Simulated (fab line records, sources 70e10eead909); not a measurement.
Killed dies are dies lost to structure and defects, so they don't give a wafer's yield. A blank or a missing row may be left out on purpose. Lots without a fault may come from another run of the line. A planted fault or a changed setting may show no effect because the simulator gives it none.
Chamber matching | flow nand_harc | NHARC_A_CONTACT_ETCH_110 on rie_diel-02: 4 sister chambers
The step etches the open film in CF4/O2, target depth 60 nm, overetch 6 nm, time 33 s. 16 wafers are shown with their chamber, then 8 later ones without.

WAFERS WITH THEIR CHAMBER
wafer  | chamber | drypump_motor_current_A (A) | rf_vpp_V (V) | oes_product_au (a.u.)
L909.3 | 1       | 5.7                         | 194.6        | 0.986
L909.4 | 3       | 5.9                         | 197.6        | 0.989
L909.6 | 1       | 5.6                         | 196.9        | 0.995
L915.3 | 2       | 5.8                         | 195.1        | 1.003
L915.4 | 0       | 6.0                         | 199.7        | 1.009
L915.6 | 0       | 6.0                         | 199.9        | 0.999
L916.1 | 0       | 6.0                         | 200.0        | 0.993
L916.3 | 3       | 5.9                         | 197.7        | 0.986
L916.4 | 2       | 5.8                         | 196.9        | 0.999
L920.3 | 1       | 5.7                         | 195.9        | 1.000
L920.5 | 1       | 5.7                         | 196.0        | 0.996
L920.6 | 0       | 6.0                         | 198.9        | 1.000
L919.1 | 3       | 5.8                         | 196.6        | 0.986
L919.3 | 2       | 5.8                         | 196.3        | 1.010
L919.4 | 1       | 5.7                         | 195.4        | 1.011
L922.1 | 0       | 6.0                         | 200.7        | 0.997

SIGNATURES (means of the wafers above)
reading                 | chamber 0 | chamber 1 | chamber 2 | chamber 3 | scatter within a chamber
drypump_motor_current_A | 6.000     | 5.680     | 5.800     | 5.867     | 0.035
rf_vpp_V                | 199.840   | 195.760   | 196.100   | 197.300   | 0.761
oes_product_au          | 0.99960   | 0.99760   | 1.00400   | 0.98700   | 0.00669
Rule: a wafer's distance from a chamber is the root of the sum, over the readings, of the square of ((its reading less the chamber's mean) divided by the reading's scatter). The wafer belongs to the nearest chamber; if the next one is less than 2 further off, it can't be placed. The scatter: the root of (the sum of the squares of (reading less its chamber's mean) over the shown wafers, divided by (wafers less chambers)).

WAFERS WITHOUT THEIR CHAMBER
wafer  | drypump_motor_current_A (A) | rf_vpp_V (V) | oes_product_au (a.u.)
L922.4 | 5.9                         | 196.3        | 0.982
L922.6 | 6.0                         | 199.3        | 0.995
L923.1 | 5.8                         | 195.3        | 1.001
L923.2 | 5.7                         | 195.7        | 1.003
L923.5 | 5.9                         | 196.1        | 0.981
L926.1 | 5.8                         | 194.9        | 0.999
L926.3 | 6.0                         | 200.9        | 1.004
L926.6 | 6.0                         | 200.2        | 0.995

WHICH CHAMBER EACH WENT THROUGH
wafer  | from the rows above     | in truth
L922.4 | 3                       | 3
L922.6 | 0                       | 0
L923.1 | 2                       | 2
L923.2 | can't be placed: 1 or 2 | 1
L923.5 | 3                       | 3
L926.1 | can't be placed: 2 or 1 | 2
L926.3 | 0                       | 0
L926.6 | 0                       | 0
Placed correctly: 6 of 8. Can't be placed from these rows: 2 (the true chamber is among the candidates in 2). Placed wrongly: 0.
